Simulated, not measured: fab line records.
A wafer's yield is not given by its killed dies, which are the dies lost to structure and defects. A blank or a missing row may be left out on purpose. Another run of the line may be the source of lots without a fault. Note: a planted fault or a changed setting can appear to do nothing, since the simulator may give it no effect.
Which tool did it?	flow n5 finfet	11 lots, 33 wafers sampled, at 5 steps of a route of 1938

## WHAT EACH GAUGE READ, for each wafer
N5_BEOL_M7_RS_MEAS_57: uses a four-point probe to measure. Usual: M7_RS typically reads 0.287 ohm/sq, with standard deviation 0.0067.
lot	measured	on	M7_RS (ohm/sq)	flag
L163	day 11 16:28	film metro-01	0.281 0.274 0.280	
L165	day 11 23:01	film metro-01	0.281 0.292 0.299	
L164	day 12 07:17	film metro-01	0.287 0.291 0.298	
L167	day 12 11:41	film metro-02	0.286 0.285 0.280	
L169	day 12 17:59	film metro-01	0.279 0.282 0.279	
L170	day 12 21:38	film metro-02	0.298 0.290 0.288	
L168	day 13 00:10	film metro-01	0.289 0.295 0.293	
L177	day 15 09:04	film metro-01	0.290 0.286 0.292	
L178	day 15 19:09	film metro-02	0.283 0.281 0.285	
L180	day 15 19:42	film metro-02	0.289 0.282 0.285	
L184	day 17 00:29	film metro-01	0.296 0.285 0.278	

N5_BEOL_M7_INSPECT_58: inspects for defects (darkfield). Usual: raw defect count at 76, with a standard deviation of 28.
lot	measured	on	raw defect count	flag
L163	day 11 16:29	defect inspect-01	60 31 46	
L165	day 11 23:02	defect inspect-01	71 76 81	
L164	day 12 07:19	defect inspect-01	76 71 135	
L167	day 12 11:43	defect inspect-01	76 110 36	
L169	day 12 18:00	defect inspect-02	89 79 60	
L170	day 12 21:39	defect inspect-01	78 129 111	
L168	day 13 00:12	defect inspect-02	91 65 76	
L177	day 15 09:05	defect inspect-01	69 65 21	
L178	day 15 19:11	defect inspect-01	78 123 109	
L180	day 15 19:44	defect inspect-01	71 56 56	
L184	day 17 00:31	defect inspect-02	81 26 37	

## WHICH TOOL RAN EACH LOT (tool, then ch and the chambers of the sampled wafers, then the start)
lot	N5_BEOL_M7_PECVD_70	N5_BEOL_M7_ANNEAL_51	N5_BEOL_M7_CMP_52
L163	pecvd-04 ch 0,1,2, day 11 07:08	rtp anneal-01 ch 0, day 11 15:43	cmp-02 ch 1,2,3, day 11 16:02
L165	pecvd-04 ch 1,2, day 11 15:34	rtp anneal-02 ch 0, day 11 22:18	cmp-03 ch 1,3, day 11 22:38
L164	pecvd-02 ch 0,1,2, day 12 00:16	rtp anneal-01 ch 0, day 12 06:34	cmp-01 ch 0,1,3, day 12 06:52
L167	pecvd-02 ch 0,1, day 12 06:10	rtp anneal-01 ch 0, day 12 11:03	cmp-03 ch 0,3, day 12 11:19
L169	pecvd-02 ch 1,2, day 12 12:02	rtp anneal-02 ch 0, day 12 17:16	cmp-02 ch 0,2, day 12 17:33
L170	pecvd-02 ch 0,1,2, day 12 15:18	rtp anneal-01 ch 0, day 12 20:43	cmp-02 ch 0,1,3, day 12 21:12
L168	pecvd-02 ch 0,1,2, day 12 17:05	rtp anneal-02 ch 0, day 12 23:21	cmp-01 ch 0,1,2, day 12 23:49
L177	pecvd-02 ch 0,2, day 14 22:26	rtp anneal-02 ch 0, day 15 08:23	cmp-01 ch 1,2, day 15 08:38
L178	pecvd-04 ch 0,2, day 15 10:12	rtp anneal-02 ch 0, day 15 18:26	cmp-02 ch 1,3, day 15 18:46
L180	pecvd-03 ch 0,1,2, day 15 10:31	rtp anneal-02 ch 0, day 15 18:58	cmp-02 ch 0,2,3, day 15 19:21
L184	pecvd-03 ch 0,1,2, day 16 19:28	rtp anneal-01 ch 0, day 16 23:46	cmp-02 ch 0,1,3, day 17 00:04
- N5_BEOL_M7_PECVD_70: deposits SiO2 from TEOS/O2, target thk 20 nm, time 22.7 s.
- N5_BEOL_M7_ANNEAL_51: time 90 s.
- N5_BEOL_M7_CMP_52: polishes, stops on SiCOH lowk, t overpolish 6.9 s, target thk 80 nm.

## WHAT THE TOOLS THEMSELVES READ (means of the sampled wafers that have a number; where no wafer has one, the mark that the record gives instead)
N5_BEOL_M7_PECVD_70. Usual: heater power outer w 433 W, standard deviation 70; heater power w 701 W, standard deviation 90; showerhead plenum p Torr 8.81 Torr, standard deviation 0.092; susceptor temp C 400.05 C, standard deviation 0.23; throttle valve pct 22.3 %, standard deviation 1.2.
lot	tool	heater power outer w (W)	heater power w (W)	showerhead plenum p Torr (Torr)	susceptor temp C (C)	throttle valve pct (%)	flag
L163	pecvd-04	432	724	8.87	400.08	23.1	
L165	pecvd-04	461	773	8.83	400.18	23.6	
L164	pecvd-02	378	604	8.81	399.94	21.6	
L167	pecvd-02	382	604	8.88	400.12	22.2	
L169	pecvd-02	459	695	8.77	399.89	21.6	
L170	pecvd-02	415	662	8.80	400.11	21.8	
L168	pecvd-02	377	609	8.83	400.08	21.5	
L177	pecvd-02	350	601	8.87	399.89	21.5	
L178	pecvd-04	446	727	8.88	400.15	22.0	
L180	pecvd-03	510	812	8.74	400.20	22.3	
L184	pecvd-03	510	815	8.73	399.95	22.2	

N5_BEOL_M7_ANNEAL_51. Usual: anneal temp c max 226.32, standard deviation 0.27; wafer_temp_C_max 225.74, standard deviation 0.25.
lot	tool	anneal temp c max	wafer_temp_C_max	flag
L163	rtp anneal-01	226.49	225.49	
L165	rtp anneal-02	226.06	225.94	
L164	rtp anneal-01	226.70	225.56	
L167	rtp anneal-01	226.31	225.80	
L169	rtp anneal-02	226.45	225.93	
L170	rtp anneal-01	226.22	225.47	
L168	rtp anneal-02	226.64	225.95	
L177	rtp anneal-02	226.41	225.88	
L178	rtp anneal-02	226.56	225.94	
L180	rtp anneal-02	226.41	225.76	
L184	rtp anneal-01	226.18	225.68	

N5_BEOL_M7_CMP_52. Usual: barrier field endpoint s 29.0 s, standard deviation 0.55; clearing platen rpm 49.998 rpm, standard deviation 0.029; motor current A 6.2 A, standard deviation 0.81.
lot	tool	barrier field endpoint s (s)	clearing platen rpm (rpm)	motor current A (A)	flag
L163	cmp-02	28.8	50.021	5.8	
L165	cmp-03	28.8	49.950	7.5	
L164	cmp-01	29.0	50.007	6.0	
L167	cmp-03	29.0	50.001	6.8	
L169	cmp-02	29.4	49.989	5.8	
L170	cmp-02	29.0	49.967	5.9	
L168	cmp-01	28.9	49.992	6.5	
L177	cmp-01	36.2	49.993	6.4	OFF
L178	cmp-02	29.5	49.984	5.6	
L180	cmp-02	29.0	49.992	5.9	
L184	cmp-02	29.0	49.982	5.8	

## THE ANSWER, worked out from the rows above alone
Rule: lot off if the mean of its wafers having a number is beyond 3 standard deviations from the usual mean. Also off: a lot with no number at a reading for which 4 or more lots have one. The other lots that the step has rows for count as sound. First the gauges in route order, then the tools' own readings, where a lot's mean is used as printed above. At the first step where some lot is off, the reading lying furthest off is the one used; lots without a number count as furthest.
Off: L177 (N5_BEOL_M7_CMP_52, barrier field endpoint s).
If a tool, at that step or one of the process steps before it, ran each lot that is off and ran no sound lot following the first of them, it fits. Can't be told from this: 2 tools fit, pecvd-02 at N5_BEOL_M7_PECVD_70, cmp-01 at N5_BEOL_M7_CMP_52.

## WHAT THE SIMULATOR PUT IN
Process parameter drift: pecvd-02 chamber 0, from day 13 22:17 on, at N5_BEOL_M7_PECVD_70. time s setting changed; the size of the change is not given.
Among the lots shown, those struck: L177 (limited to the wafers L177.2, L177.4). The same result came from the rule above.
